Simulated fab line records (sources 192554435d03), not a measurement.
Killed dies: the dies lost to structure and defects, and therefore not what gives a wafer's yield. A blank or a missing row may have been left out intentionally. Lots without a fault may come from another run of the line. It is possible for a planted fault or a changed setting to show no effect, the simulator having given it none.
Chamber matching    flow n5-finfet    N5_BEOL_M5_CURE_79 on uv-cure-01 has 3 sister chambers
The step cures SiCOH lowk, time 240 s. 6 wafers are shown with their chamber, then 8 later ones without.

## EACH WAFER AND ITS CHAMBER
wafer   chamber  wafer_temp_C_max  lamp-power-pct (%)
L079.4  2        385.6             52.27
L079.6  2        386.2             52.32
L082.3  0        388.6             52.33
L082.6  0        387.2             52.32
L086.5  1        388.1             52.31
L087.1  1        387.9             52.28

## WAFERS MISSING THEIR CHAMBER
wafer   wafer_temp_C_max  lamp-power-pct (%)
L087.4  387.5             52.29
L087.5  387.4             52.36
L089.1  387.3             52.35
L089.4  387.6             52.13
L089.5  388.3             52.36
L090.1  387.6             52.38
L090.2  387.2             52.32
L090.5  387.4             52.32

## WHICH CHAMBER EACH ONE RAN IN
wafer   from the rows above           in truth
L087.4  can't be placed: 1 or 0 or 2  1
L087.5  can't be placed: 0 or 1 or 2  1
L089.1  can't be placed: 0 or 1 or 2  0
L089.4  can't be placed: 1 or 2 or 0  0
L089.5  can't be placed: 0 or 1       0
L090.1  can't be placed: 0 or 1       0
L090.2  can't be placed: 0 or 1 or 2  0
L090.5  can't be placed: 0 or 1 or 2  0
Correctly placed: 0 of 8. Can't be placed from these rows: 8 (the true chamber is among the candidates in 8). Placed wrongly: 0.
How it was worked out, from the rows above alone: a wafer's distance from a chamber is the root of the sum, over the readings, of the square of ((its reading less the chamber's mean) divided by the reading's scatter). The wafer belongs to the nearest chamber; if the next one is less than 2 further off, it can't be placed. A chamber's mean is the mean of its shown wafers. The scatter: the root of (the sum of the squares of (reading less its chamber's mean) over the shown wafers, divided by (wafers less chambers)).
